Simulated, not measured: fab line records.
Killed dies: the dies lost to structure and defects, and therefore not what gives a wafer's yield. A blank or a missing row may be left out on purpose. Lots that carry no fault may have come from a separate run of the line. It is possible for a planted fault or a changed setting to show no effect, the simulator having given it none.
Matching of chambers | flow n5_finfet | N5_MOL_CONTACT_COAG_ALD_131 on ald_sin-02 has 4 sister chambers
The step deposits SiO2, target thk 5 nm, pulse time 1 s, co reactant pulse time 1 s. 8 wafers are shown with their chamber, then 12 later ones without.

## WAFERS, EACH WITH ITS CHAMBER
wafer  | chamber | heater_power_w (W) | precursor_pulse_height_rel
L082.5 | 0       | 82                 | 1.017
L086.2 | 0       | 81                 | 0.995
L086.6 | 2       | 84                 | 0.969
L088.4 | 1       | 76                 | 1.013
L088.6 | 3       | 72                 | 0.979
L090.3 | 3       | 72                 | 0.971
L090.5 | 2       | 83                 | 0.992
L090.6 | 1       | 74                 | 0.992

## WAFERS WHOSE CHAMBER IS MISSING
wafer  | heater_power_w (W) | precursor_pulse_height_rel
L094.1 | 74                 | 0.998
L094.2 | 71                 | 1.013
L094.4 | 82                 | 1.005
L095.1 | 75                 | 1.004
L095.4 | 83                 | 0.984
L095.5 | 76                 | 0.990
L096.1 | 73                 | 1.010
L096.2 | 74                 | 0.995
L096.3 | 83                 | 1.032
L097.1 | 84                 | 1.005
L097.2 | 82                 | 0.989
L097.6 | 81                 | 1.038

## EACH ONE'S CHAMBER
wafer  | from the rows above     | in truth
L094.1 | can't be placed: 1 or 3 | 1
L094.2 | can't be placed: 3 or 1 | 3
L094.4 | can't be placed: 0 or 2 | 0
L095.1 | 1                       | 1
L095.4 | can't be placed: 2 or 0 | 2
L095.5 | 1                       | 1
L096.1 | can't be placed: 1 or 3 | 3
L096.2 | can't be placed: 1 or 3 | 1
L096.3 | can't be placed: 0 or 2 | 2
L097.1 | can't be placed: 2 or 0 | 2
L097.2 | can't be placed: 0 or 2 | 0
L097.6 | 0                       | 0
3 of 12 placed correctly. These rows do not allow placing 9 (true chamber among the candidates in 9). Placed wrongly: 0.
How it was worked out, from the rows above alone: a wafer's distance from a chamber is the root of the sum, over the readings, of the square of ((its reading less the chamber's mean) divided by the reading's scatter). If the next closest chamber is less than 2 further off than the closest, the wafer can't be placed; otherwise it belongs to the closest. For every chamber, the mean is computed from those of its wafers that are shown. The scatter: take each reading less its chamber's mean, square it, sum over the shown wafers, divide by the number of wafers less the number of chambers, and take the root.
